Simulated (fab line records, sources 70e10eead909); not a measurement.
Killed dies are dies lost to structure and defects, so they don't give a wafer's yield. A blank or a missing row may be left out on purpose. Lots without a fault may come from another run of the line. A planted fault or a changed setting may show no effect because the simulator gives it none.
Which tool did it? | flow nand_harc | 13 lots, 39 wafers sampled, at 5 steps of a route of 1302

WHAT THE GAUGES READ, wafer by wafer
NHARC_A_CONTACT_INSPECT_23. Usual: raw_defect_count 514, standard deviation 130.
lot  | measured     | on                | raw_defect_count | flag
L236 | day 22 10:47 | defect_inspect-02 | 409 392 426      |
L235 | day 22 12:30 | defect_inspect-02 | 659 612 475      |
L237 | day 23 02:27 | defect_inspect-02 | 591 788 547      |
L239 | day 24 04:02 | defect_inspect-02 | 404 514 404      |
L242 | day 25 19:13 | defect_inspect-02 | 508 354 353      |
L243 | day 26 00:08 | defect_inspect-01 | 527 745 587      |
L241 | day 26 03:39 | defect_inspect-01 | 533 492 515      |
L247 | day 27 07:15 | defect_inspect-01 | 431 449 589      |
L249 | day 29 15:07 | defect_inspect-01 | 705 582 496      |
L257 | day 31 13:09 | defect_inspect-01 | 414 487 409      |
L258 | day 32 04:34 | defect_inspect-01 | 426 324 322      |

WHICH TOOL RAN EACH LOT (tool, then ch and the chambers of the sampled wafers, then the start)
lot  | NHARC_A_CONTACT_ETCH_138             | NHARC_A_CONTACT_STRIP_26                      | NHARC_A_CONTACT_CVD_19        | NHARC_A_CONTACT_CMP_20
L236 | har_cap_etch-02 ch 0,1, day 22 07:10 | rie_diel-05 ch 0,1, day 22 09:37 or earlier   | cvd_w-01 ch 0,1, day 22 09:37 | cmp-02 ch 0,2,3, day 22 10:28
L235 | har_cap_etch-03 ch 0,1, day 22 09:02 | rie_diel-11 ch 0,3, day 22 11:19 or earlier   | cvd_w-02 ch 0, day 22 11:19   | cmp-02 ch 1,2, day 22 12:05
L237 | har_cap_etch-02 ch 0,1, day 22 22:57 | rie_diel-01 ch 0,2,3, day 23 01:09 or earlier | cvd_w-01 ch 0,1, day 23 01:09 | cmp-03 ch 0,1,3, day 23 02:02
L239 | har_cap_etch-02 ch 0,1, day 24 00:25 | rie_diel-01 ch 0,1, day 24 02:44 or earlier   | cvd_w-02 ch 1, day 24 02:44   | cmp-04 ch 1,3, day 24 03:39
L242 | har_cap_etch-01 ch 0,1, day 25 09:16 | rie_diel-11 ch 0,1,2, day 25 17:55 or earlier | cvd_w-02 ch 0,1, day 25 17:55 | cmp-02 ch 0,1,2, day 25 18:50
L243 | har_cap_etch-02 ch 0,1, day 25 20:44 | rie_diel-11 ch 1,2,3, day 25 23:05 or earlier | cvd_w-02 ch 0,1, day 25 23:05 | cmp-02 ch 0,3, day 25 23:43
L241 | har_cap_etch-01 ch 0,1, day 25 23:52 | rie_diel-01 ch 0,3, day 26 02:37 or earlier   | cvd_w-01 ch 0,1, day 26 02:37 | cmp-03 ch 0,3, day 26 03:17
L247 | har_cap_etch-03 ch 0,1, day 27 03:46 | rie_diel-01 ch 0,3, day 27 05:58 or earlier   | cvd_w-01 ch 0,1, day 27 05:58 | cmp-02 ch 0,1,2, day 27 06:54
L246 | har_cap_etch-02 ch 0,1, day 27 09:42 | rie_diel-05 ch 1,2,3, day 27 12:11 or earlier | cvd_w-01 ch 0,1, day 27 12:11 | cmp-04 ch 0,2,3, day 27 12:57
L251 | har_cap_etch-03 ch 0,1, day 28 18:31 | rie_diel-11 ch 0,2, day 28 20:43 or earlier   | cvd_w-01 ch 0, day 28 20:43   | cmp-04 ch 0,2,3, day 28 21:37
L249 | har_cap_etch-02 ch 1, day 29 11:27   | rie_diel-05 ch 0,1, day 29 13:57 or earlier   | cvd_w-02 ch 0,1, day 29 13:57 | cmp-02 ch 0,1,2, day 29 14:44
L257 | har_cap_etch-01 ch 0,1, day 31 09:23 | rie_diel-05 ch 2,3, day 31 11:59 or earlier   | cvd_w-02 ch 0,1, day 31 11:59 | cmp-02 ch 0,2,3, day 31 12:48
L258 | har_cap_etch-01 ch 0,1, day 32 01:06 | rie_diel-01 ch 1,3, day 32 03:17 or earlier   | cvd_w-01 ch 0,1, day 32 03:17 | cmp-03 ch 0,3, day 32 04:10
- NHARC_A_CONTACT_ETCH_138: etches the open film in C4F8/O2/Ar, time 311 s, target depth 1914 nm.
- NHARC_A_CONTACT_STRIP_26: strips in O2.
- NHARC_A_CONTACT_CVD_19: deposits W, target thk 300 nm, time 802 s.
- NHARC_A_CONTACT_CMP_20: polishes, t overpolish 30 s, target thk 300 nm.

WHAT THE TOOLS THEMSELVES READ (means of the sampled wafers that have a number; where no wafer has one, the mark that the record gives instead)
NHARC_A_CONTACT_STRIP_26. Usual: drypump_motor_current_A 5.8 A, standard deviation 0.53; oes_product_au 1.001 a.u., standard deviation 0.01; rf_vpp_V 57.6 V, standard deviation 0.9; showerhead_plenum_p_Torr 3.47 Torr, standard deviation 0.17; throttle_valve_pct 17.036 %, standard deviation 0.0081.
lot  | tool        | drypump_motor_current_A (A) | oes_product_au (a.u.) | rf_vpp_V (V) | showerhead_plenum_p_Torr (Torr) | throttle_valve_pct (%) | flag
L236 | rie_diel-05 | 6.2                         | 1.005                 | 57.5         | 3.33                            | 17.034                 |
L235 | rie_diel-11 | 5.7                         | 0.999                 | 58.3         | 3.66                            | 17.037                 |
L237 | rie_diel-01 | 5.8                         | 1.003                 | 57.7         | 3.43                            | 17.044                 |
L239 | rie_diel-01 | 5.7                         | 0.997                 | 57.9         | 3.50                            | 17.033                 |
L242 | rie_diel-11 | 5.9                         | 0.992                 | 57.1         | 3.37                            | 17.032                 |
L243 | rie_diel-11 | 5.6                         | 0.993                 | 58.5         | 3.47                            | 17.037                 |
L241 | rie_diel-01 | 6.1                         | 1.003                 | 57.0         | 3.35                            | 17.027                 |
L247 | rie_diel-01 | 6.2                         | 1.010                 | 56.5         | 3.36                            | 17.030                 |
L246 | rie_diel-05 | 5.8                         | 0.997                 | 57.5         | 3.40                            | 17.033                 |
L251 | rie_diel-11 | 6.0                         | 0.993                 | 57.0         | 3.55                            | 17.038                 |
L249 | rie_diel-05 | 5.8                         | 0.997                 | 58.0         | 3.32                            | 17.033                 |
L257 | rie_diel-05 | 5.9                         | 1.009                 | 57.5         | 3.36                            | 17.028                 |
L258 | rie_diel-01 | 5.8                         | 1.017                 | 57.4         | 3.49                            | 17.034                 |

NHARC_A_CONTACT_CVD_19. Usual: chamber_pressure_Torr 39.99 Torr, standard deviation 0.084; heater_power_outer_w 269 W, standard deviation 32; heater_power_w 474 W, standard deviation 45; throttle_valve_pct 7.89 %, standard deviation 0.21.
lot  | tool     | chamber_pressure_Torr (Torr) | heater_power_outer_w (W) | heater_power_w (W) | throttle_valve_pct (%) | flag
L236 | cvd_w-01 | 39.92                        | 280                      | 474                | 7.88                   |
L235 | cvd_w-02 | 39.95                        | 313                      | 525                | 7.73                   |
L237 | cvd_w-01 | 40.01                        | 283                      | 490                | 8.10                   |
L239 | cvd_w-02 | 40.07                        | 228                      | 428                | 7.88                   |
L242 | cvd_w-02 | 39.93                        | 282                      | 499                | 7.73                   |
L243 | cvd_w-02 | 40.02                        | 287                      | 503                | 7.75                   |
L241 | cvd_w-01 | 40.03                        | 277                      | 488                | 8.00                   |
L247 | cvd_w-01 | 39.99                        | 282                      | 495                | 7.88                   |
L246 | cvd_w-01 | -                            | -                        | -                  | -                      | OFF
L251 | cvd_w-01 | -                            | -                        | -                  | -                      | OFF
L249 | cvd_w-02 | 39.94                        | 246                      | 453                | 8.00                   |
L257 | cvd_w-02 | 40.02                        | 269                      | 477                | 8.06                   |
L258 | cvd_w-01 | 39.92                        | 271                      | 467                | 7.48                   |

NHARC_A_CONTACT_CMP_20. Usual: motor_current_A 11.6 A, standard deviation 1.2; overpolish_run_s 29.999 s, standard deviation 0.0086; retaining_ring_pressure_frac 1.000, standard deviation 0.0053; time_to_endpoint_s 58 s, standard deviation 3.2.
lot  | tool   | motor_current_A (A) | overpolish_run_s (s) | retaining_ring_pressure_frac | time_to_endpoint_s (s) | flag
L236 | cmp-02 | 12.4                | 29.996               | 0.996                        | 56                     |
L235 | cmp-02 | 11.3                | 29.997               | 0.999                        | 51                     |
L237 | cmp-03 | 11.3                | 29.996               | 1.002                        | 61                     |
L239 | cmp-04 | 11.8                | 30.005               | 1.001                        | 61                     |
L242 | cmp-02 | 11.3                | 29.995               | 0.999                        | 55                     |
L243 | cmp-02 | 12.2                | 29.989               | 1.002                        | 59                     |
L241 | cmp-03 | 12.0                | 30.004               | 0.998                        | 61                     |
L247 | cmp-02 | 11.4                | 29.998               | 0.994                        | 56                     |
L246 | cmp-04 | 11.2                | 30.002               | 1.000                        | 0                      | OFF
L251 | cmp-04 | 10.8                | 29.996               | 1.003                        | 1                      | OFF
L249 | cmp-02 | 11.0                | 30.000               | 1.003                        | 60                     |
L257 | cmp-02 | 12.2                | 29.998               | 0.995                        | 56                     |
L258 | cmp-03 | 12.2                | 29.993               | 0.999                        | 61                     |

THE ANSWER, worked out from the rows above alone
Rule: a lot is off if the mean of its wafers that have a number lies more than 3 standard deviations from the usual mean. A lot without any number at a reading at which 4 lots or more have one is off too. The other lots that the step has rows for count as sound. The gauges are gone through in route order, then the tools' own readings, and for those a lot's mean is taken as printed above. The first step at which some lot is off is used, and at that step the reading that is off furthest; a lot without a number counts as furthest.
Off: L246, L251, at NHARC_A_CONTACT_CVD_19 (chamber_pressure_Torr). Without a number there: L246, L251.
A tool fits if, at that step or a process step before it, it ran every lot that is off, and no sound lot after the first of them. NHARC_A_CONTACT_STRIP_26 gives no start for some lots, so the hours and the order of its lots are those of NHARC_A_CONTACT_CVD_19. None of those tried fits.

WHAT THE SIMULATOR HAD PUT IN
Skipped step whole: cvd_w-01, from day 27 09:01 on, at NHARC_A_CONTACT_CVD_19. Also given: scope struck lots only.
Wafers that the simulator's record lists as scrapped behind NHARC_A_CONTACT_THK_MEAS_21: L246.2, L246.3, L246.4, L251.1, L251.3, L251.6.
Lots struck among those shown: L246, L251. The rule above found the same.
